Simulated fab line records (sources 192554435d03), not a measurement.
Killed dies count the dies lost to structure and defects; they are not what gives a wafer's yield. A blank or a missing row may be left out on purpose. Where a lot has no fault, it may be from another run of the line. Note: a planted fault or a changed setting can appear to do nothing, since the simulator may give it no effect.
Chamber matching | flow n5-finfet | N5_BEOL_M8_STRIP_36 on rie-diel-01 has 4 sister chambers
The step strips in N2/H2. 4 wafers are shown with their chamber, then 9 later ones without.

WAFERS, EACH WITH ITS CHAMBER
wafer  | chamber | showerhead-plenum-p-Torr (Torr)
L082.4 | 3       | 2.53
L084.1 | 0       | 2.66
L084.2 | 2       | 2.45
L084.4 | 1       | 2.55

WAFERS WITH NO CHAMBER GIVEN
wafer  | showerhead-plenum-p-Torr (Torr)
L085.2 | 2.45
L085.3 | 2.52
L085.6 | 2.52
L087.2 | 2.55
L087.3 | 2.45
L087.5 | 2.45
L092.1 | 2.55
L092.2 | 2.51
L092.5 | 2.66

THE CHAMBER EACH PASSED THROUGH
wafer  | from the rows above | in truth
L085.2 | 2                   | 2
L085.3 | 3                   | 3
L085.6 | 3                   | 3
L087.2 | 1                   | 1
L087.3 | 2                   | 2
L087.5 | 2                   | 2
L092.1 | 1                   | 1
L092.2 | 3                   | 3
L092.5 | 0                   | 0
Correctly placed: 9 of 9. Not placeable from these rows: 0. Number placed wrongly: 0.
How it was worked out, from the rows above alone: a wafer's distance from a chamber is the root of the sum, over the readings, of the square of ((its reading less the chamber's mean) divided by the reading's scatter). If the next closest chamber is less than 2 further off than the closest, the wafer can't be placed; otherwise it belongs to the closest. For every chamber, the mean is computed from those of its wafers that are shown. The scatter: root of mean squared gap, hidden wafer to nearest shown wafer, with one shown wafer a chamber.
